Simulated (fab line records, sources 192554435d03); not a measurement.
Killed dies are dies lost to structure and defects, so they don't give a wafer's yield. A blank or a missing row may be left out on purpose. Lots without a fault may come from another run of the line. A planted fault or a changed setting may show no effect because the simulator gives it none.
A struck lot beside a sound one | flow n5_finfet | 39 steps out of a route of 1938
Sound: wafers L209.2, L209.4, L209.5. Struck: wafer L217.1. (L217.4, L217.6 of the same lot were not struck and are left out.) The cause comes at the end.
At each step with rows: each side's tool, then ch and its chambers, then its first start. Under that, the readings that differ: sound wafers | struck wafers | difference of the means | sigmas: that difference in standard deviations of wafers without a fault.
alike: readings whose means differ by less than 2 such deviations, and words and numbers that are the same on both sides. not compared: withheld readings, readings that some wafer has no value for, bounds like >300 that may hide the same value, and numbers for which the record gives no deviation and whose values overlap.
The two part at a step that has a row with sigmas, a row that says differs or no value, or rows on one side only. Numbers that don't overlap but have no deviation are shown without sigmas and don't part them. A reading that every wafer of one side lacks parts them only if that side has two wafers or more.

first, 9 steps without rows for these wafers: N5_HKMG_FIN_PEB_10 (peb time 60 s); N5_HKMG_FIN_DEVELOP_11 (develop time 30 s); N5_HKMG_FIN_DESCUM_17 (chemistry O2, time 7.9 s); N5_HKMG_FIN_ETCH_31 (etches SiARC in CF4, target depth 45.5 nm, time 75.8 s); N5_HKMG_FIN_ETCH_32 (etches SOC in N2/H2, target depth 240 nm, time 300 s); N5_HKMG_FIN_STRIP_33 (strips in N2/H2); N5_HKMG_FIN_STRIP_34 (strips in CF4); N5_HKMG_FIN_ETCH_35 (etches SOC in N2/H2, target depth 215.8 nm, time 243.4 s); N5_HKMG_FIN_STRIP_92 (strips SOC in N2/H2, time 20 s).
N5_HKMG_FIN_WET_ETCH_18: etches TiN in SC1, time 55 s, target depth 5.2 nm, rinse time 30 s.
  sound on wet_bench-02 ch 0,1,3, day 4 23:58; struck on wet_bench-02 ch 0,3,7, day 6 16:31
then, 27 steps without rows for these wafers: N5_HKMG_FIN_STRIP_19 (strips in N2/H2, time 360 s); N5_HKMG_FIN_ALD_91 (deposits TiN, target thk 1 nm, pulse time 1 s, purge time 3 s); N5_HKMG_FIN_COAT_85 (time 60 s, resist thk 300 nm); N5_HKMG_FIN_ETCH_86 (etches SOC in N2/H2, stops on TiN, target depth 393.2 nm); N5_HKMG_FIN_STRIP_89 (strips SOC in N2/H2, time 20 s); N5_HKMG_FIN_WET_ETCH_87 (etches TiN in SC1, time 154.2 s, target depth 4.7 nm, rinse time 30 s); N5_HKMG_FIN_STRIP_88 (strips in N2/H2, time 360 s); N5_HKMG_FIN_NWFM_ALD_20 (deposits TiAlC, target thk 2 nm, pulse time 3 s, purge time 2 s); N5_HKMG_FIN_ALD_71 (deposits TiN, target thk 1 nm, pulse time 1 s, purge time 3 s); N5_HKMG_FIN_COAT_66 (time 60 s, resist thk 300 nm); N5_HKMG_FIN_ETCH_67 (etches SOC in N2/H2, stops on TiN, target depth 388.9 nm); N5_HKMG_FIN_STRIP_90 (strips SOC in N2/H2, time 20 s); N5_HKMG_FIN_WET_ETCH_73 (etches the open film in SC1, time 42.3 s, target depth 1.3 nm, rinse time 30 s); N5_HKMG_FIN_ETCHBACK_68 (etches the open film in Cl2/Ar, stops on HfO2, target depth 0.5 nm); N5_HKMG_FIN_STRIP_69 (strips in N2/H2, time 360 s); N5_HKMG_FIN_ALD_21 (deposits TiN, target thk 1.5 nm, pulse time 1 s, purge time 3 s); N5_HKMG_FIN_ALD_72 (deposits W, target thk 2 nm, pulse time 1 s, purge time 2 s); N5_HKMG_FIN_W_FILL_22 (material W, target thk 60 nm, time 18.2 s); N5_HKMG_FIN_PRECLEAN_83 (cleans in DIW, time 57.5 s); N5_HKMG_FIN_SRD_84 (dry time 32 s); N5_HKMG_FIN_CMP_23 (polishes, stops on SiNx, t overpolish 10 s, target thk 46.326 nm); N5_HKMG_FIN_CMP_94 (polishes, stops on SiNx, t overpolish 4.7 s, target thk 43.299 nm); N5_GATE_CUT_ETCHBACK_00 (etches W in SF6/Cl2); N5_GATE_CUT_ETCH_56 (etches TiN in Cl2/Ar, target depth 21.6 nm); N5_GATE_CUT_ETCHBACK_30 (etches TiN in Cl2/Ar, target depth 3 nm); N5_GATE_CUT_VAPOR_ETCH_60 (etches HfO2 in BCl3/Cl2); N5_GATE_CUT_ETCH_58 (etches SiNx in CH3F/O2, target depth 17 nm, time 128.6 s).
-- the record jumps here: 4 days lie between the struck wafers' starts before and after (it left off in module GATE_CUT and takes up again in module BEOL_M4, whose first step shown is number 1111 of the route) --
N5_BEOL_M4_RC_MEAS_101:
  sound on prober-02 ch 0, day 9 02:17; struck on prober-01 ch 0, day 10 16:18
  reading             | sound                    | struck   | difference | sigmas
  IOFF_N (nA/um)      | 0.195 0.139 0.153        | 0.093    | -0.069     | -3
  IOFF_N_LIN (nA/um)  | 0.091 0.068 0.075        | 0.043    | -0.035     | -4
  IOFF_N_LONG (nA/um) | 5.85e-05 5.7e-05 5.8e-05 | 4.07e-05 | -1.71e-05  | -7
  ION_N (uA/um)       | 681 663 680              | 647      | -28        | -3
  VT_N (mV)           | 244 253 249              | 264      | +15        | +5
  VT_N_LONG (mV)      | 273.8 272.9 275.7        | 291.0    | +16.9      | +8
  VT_N_LVT (mV)       | 95 101 98                | 108      | +10        | +3
  VT_P (mV)           | -245 -249 -247           | -256     | -9         | -3
  alike: DIBL_N, DIBL_P, IOFF_P, ION_P, SS_N, SS_P
N5_PASSIVATION_PROBE_49:
  the record has rows for the sound wafers here (prober-01, day 13 15:03) and none for the struck ones

WHERE THEY PART
First at N5_BEOL_M4_RC_MEAS_101; last, within this record, at N5_PASSIVATION_PROBE_49.

WHY: what the simulator had put in
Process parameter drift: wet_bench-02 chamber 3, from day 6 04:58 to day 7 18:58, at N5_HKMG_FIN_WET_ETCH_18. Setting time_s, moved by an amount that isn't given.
